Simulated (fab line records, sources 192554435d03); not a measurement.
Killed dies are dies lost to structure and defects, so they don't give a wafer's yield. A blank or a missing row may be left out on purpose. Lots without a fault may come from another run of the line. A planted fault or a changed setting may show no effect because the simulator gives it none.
Which tool did it? | flow n5_finfet | 9 lots, 25 wafers sampled, at 2 steps of a route of 1938

WHAT THE GAUGES READ, wafer by wafer
N5_BEOL_M2_INSPECT_30: inspects for defects (brightfield).
lot  | measured     | on                | raw_defect_count
L697 | day 6 23:40  | defect_inspect-01 | 365 311 315
L698 | day 7 05:39  | defect_inspect-01 | 437 289 448
L701 | day 7 19:00  | defect_inspect-01 | 394 431 439
L702 | day 8 00:10  | defect_inspect-02 | 408 362 440
L709 | day 9 21:53  | defect_inspect-02 | 818 1068 841
L711 | day 10 05:06 | defect_inspect-02 | 978 957 1058
L714 | day 11 03:14 | defect_inspect-02 | 374 474
L713 | day 11 03:23 | defect_inspect-02 | 284 324
L718 | day 12 06:39 | defect_inspect-01 | 514 410 387

WHICH TOOL RAN EACH LOT (tool, then ch and the chambers of the sampled wafers, then the start)
lot  | N5_BEOL_M2_ETCH_63
L697 | rie_diel-02 ch 1,3, day 6 22:44
L698 | rie_diel-01 ch 1,2,3, day 7 04:38
L701 | rie_diel-01 ch 0,1,3, day 7 18:04
L702 | rie_diel-01 ch 0,1, day 7 23:15
L709 | rie_diel-01 ch 0,1,3, day 9 20:59
L711 | rie_diel-01 ch 0,2,3, day 10 04:10
L714 | rie_diel-04 ch 0,1, day 11 02:19
L713 | rie_diel-02 ch 0,1, day 11 02:33
L718 | rie_diel-02 ch 0,1,2, day 12 05:44
- N5_BEOL_M2_ETCH_63: etches SiARC in CF4, target depth 15.6 nm, time 26 s.

THE ANSWER, worked out from the rows above alone
Rule: what is usual is taken from the lots themselves. Put in order of their means at a reading, lots are off if they are a third of the lots or fewer, leave a main group of 4 or more, and stand apart from it by a gap of 3 or more times the standard deviation of the main group's means; of several such gaps the widest counts. A main group whose means are all the same, to the digits that the tables above print for the reading, isn't used. A lot without any number at a reading at which 4 lots or more have one is off too. The other lots that the step has rows for count as sound.
Off: L709, L711, at N5_BEOL_M2_INSPECT_30 (raw_defect_count). The main group: mean 387, standard deviation 47.
A tool fits if, at a process step before that reading, it ran every lot that is off, and no sound lot after the first of them. The gauges at N5_BEOL_M2_INSPECT_30 are tried like those tools. One fits: rie_diel-01 at N5_BEOL_M2_ETCH_63. Its last sound lot is L702 (day 7 23:15), its first lot that is off L709 (day 9 20:59): a fault that began between those two fits.

WHAT THE SIMULATOR HAD PUT IN
Chamber particle source: rie_diel-01, from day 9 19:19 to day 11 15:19, at N5_BEOL_M2_ETCH_63. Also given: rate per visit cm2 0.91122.
Lots struck among those shown: L709, L711. The rule above found the same.
